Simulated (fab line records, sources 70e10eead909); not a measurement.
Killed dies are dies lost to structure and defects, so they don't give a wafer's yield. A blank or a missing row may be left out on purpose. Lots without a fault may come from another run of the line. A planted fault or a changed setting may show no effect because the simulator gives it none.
A struck lot beside a sound one | flow nand_harc | 40 steps out of a route of 1302
Sound: wafers L385.1, L385.4, L385.5. Struck: wafers L380.1, L380.2, L380.3. The cause comes at the end.
At each step with rows: each side's tool, then ch and its chambers, then its first start. Under that, the readings that differ: sound wafers | struck wafers | difference of the means | sigmas: that difference in standard deviations of wafers without a fault.
alike: readings whose means differ by less than 2 such deviations, and words and numbers that are the same on both sides. not compared: withheld readings, readings that some wafer has no value for, bounds like >300 that may hide the same value, and numbers for which the record gives no deviation and whose values overlap.
The two part at a step that has a row with sigmas, a row that says differs or no value, or rows on one side only. Numbers that don't overlap but have no deviation are shown without sigmas and don't part them. A reading that every wafer of one side lacks parts them only if that side has two wafers or more.

NHARC_A_CONTACT_INSPECT_10:
  sound on defect_inspect-02, day 29 11:32; struck on defect_inspect-02, day 26 22:29
  alike: raw_defect_count
then, 2 steps without rows for these wafers: NHARC_A_CONTACT_DESCUM_13 (chemistry O2, time 3 s); NHARC_A_CONTACT_ETCH_88 (etches the open film in CF4, target depth 39 nm, time 65 s).
NHARC_A_CONTACT_ETCH_89: etches the open film in N2/H2, target depth 260 nm, time 475.3 s.
  sound on rie_diel-02 ch 0,1,2; struck on rie_diel-08 ch 0,2,3
  alike: drypump_motor_current_A, oes_product_au, rf_vpp_V, showerhead_plenum_p_Torr, throttle_valve_pct
  not compared: rf_hours_counter_h
then, 4 steps without rows for these wafers: NHARC_A_CONTACT_ETCH_30 (etches the open film in CF4/CHF3, target depth 72.6 nm, time 36.3 s); NHARC_A_CONTACT_ETCH_31 (etches the open film in O2/COS, target depth 2800 nm, time 728 s); NHARC_A_CONTACT_ETCH_134 (etches the open film in C4F8/O2/Ar, time 140 s, target depth 700 nm); NHARC_A_CONTACT_ETCH_135 (etches the open film in C4F8/O2/Ar, time 311 s, target depth 1912 nm).
NHARC_A_CONTACT_ETCH_136: etches the open film in C4F8/O2/Ar, time 311 s, target depth 1912 nm.
  sound on har_cap_etch-01 ch 0, day 29 13:11; struck on har_cap_etch-02 ch 0,1, day 27 00:18
  not compared: rf_hours_counter_h
then, 3 steps without rows for these wafers: NHARC_A_CONTACT_ETCH_137 (etches the open film in C4F8/O2/Ar, time 311 s, target depth 1912 nm); NHARC_A_CONTACT_ETCH_138 (etches the open film in C4F8/O2/Ar, time 311 s, target depth 1914 nm); NHARC_A_CONTACT_ETCH_139 (etches the open film in C4F8/O2/Ar, time 195 s, target depth 840 nm).
NHARC_A_CONTACT_ETCH_92: etches the open film in CH3F/O2, target depth 40 nm, time 85.7 s.
  sound on rie_diel-02 ch 0,2,3, day 29 14:34; struck on rie_diel-08 ch 0,1,3, day 27 02:02
  alike: drypump_motor_current_A, o2_flow_sccm, oes_product_au, rf_vpp_V, showerhead_plenum_p_Torr, throttle_valve_pct
  not compared: rf_hours_counter_h
NHARC_A_CONTACT_ETCH_98: etches the open film in C4F6/O2, target depth 20 nm, time 10 s.
  sound on rie_diel-02 ch 0,1,2; struck on rie_diel-08 ch 1,2,3
  reading             | sound             | struck            | difference | sigmas
  o2_flow_sccm (sccm) | 19.90 19.95 19.96 | 20.10 20.01 20.12 | +0.14      | +3
  alike: drypump_motor_current_A, oes_product_au, rf_vpp_V, showerhead_plenum_p_Torr, throttle_valve_pct
  not compared: rf_hours_counter_h
NHARC_A_CONTACT_CD_MEAS_15:
  sound on cd_sem-03, day 29 14:47; struck on cd_sem-01, day 27 02:15
  alike: cd_nm
then, 3 steps without rows for these wafers: NHARC_A_CONTACT_STRIP_107 (strips in N2/H2); NHARC_A_CONTACT_STRIP_108 (strips in CF4/CHF3); NHARC_A_CONTACT_STRIP_109 (strips in O2/COS).
NHARC_A_CONTACT_ETCH_110: etches the open film in CF4/O2, target depth 60 nm, overetch 6 nm, time 33 s.
  sound on rie_diel-08 ch 0,1,2, day 29 15:05; struck on rie_diel-08 ch 0,2,3, day 27 02:32
  alike: drypump_motor_current_A, o2_flow_sccm, oes_product_au, rf_vpp_V, showerhead_plenum_p_Torr, throttle_valve_pct
  not compared: rf_hours_counter_h
then, 16 steps without rows for these wafers: NHARC_A_CONTACT_STRIP_26 (strips in O2); NHARC_A_CONTACT_STRIP_27 (strips in post etch residue remover, time 600 s); NHARC_A_CONTACT_ALD_18 (deposits TiN, target thk 3 nm, pulse time 1 s, ald cycles 150); NHARC_A_CONTACT_CVD_19 (deposits W, target thk 300 nm, time 802 s); NHARC_A_CONTACT_CMP_20 (polishes, t overpolish 30 s, target thk 300 nm); NHARC_A_CONTACT_SRD_22; NHARC_A_BLC_DEHYDRATE_00 (time 120 s); NHARC_A_BLC_HMDS_01 (time 30 s); NHARC_A_BLC_COAT_02 (time 75 s); NHARC_A_BLC_COAT_03 (time 65 s); NHARC_A_BLC_COAT_04 (resist thk 90 nm); NHARC_A_BLC_SOFTBAKE_05 (time 55 s); NHARC_A_BLC_EBR_06; NHARC_A_BLC_EXPOSE_07 (exposes mask A BLC, target cd 100 nm); NHARC_A_BLC_PEB_08 (peb time 65 s); NHARC_A_BLC_DEVELOP_09 (develop time 35 s).
NHARC_A_BLC_CD_MEAS_10: target cd 100 nm.
  sound on cd_sem-03 ch 0, day 29 17:42; struck on cd_sem-02 ch 0, day 27 05:11
  alike: cd_nm
NHARC_A_BLC_OVL_MEAS_11:
  sound on overlay-02, day 29 17:47; struck on overlay-02, day 27 05:17
  alike: overlay_x_nm, overlay_y_nm
then, 1 step without rows for these wafers: NHARC_A_BLC_DESCUM_15 (chemistry O2, time 3 s).
NHARC_A_BLC_ETCH_16: etches the open film in CF4, target depth 39 nm, time 65 s.
  sound on rie_diel-10 ch 1,3, day 29 18:00; struck on rie_diel-09 ch 0,1,3, day 27 05:28
  alike: drypump_motor_current_A, oes_product_au, rf_vpp_V, showerhead_plenum_p_Torr, throttle_valve_pct
  not compared: rf_hours_counter_h
NHARC_END_SORT_01:
  the record has rows for the struck wafers here (prober-02 ch 0, day 29 03:20) and none for the sound ones

WHERE THEY PART
First at NHARC_A_CONTACT_ETCH_98; last, within this record, at NHARC_END_SORT_01.

WHY: what the simulator had put in
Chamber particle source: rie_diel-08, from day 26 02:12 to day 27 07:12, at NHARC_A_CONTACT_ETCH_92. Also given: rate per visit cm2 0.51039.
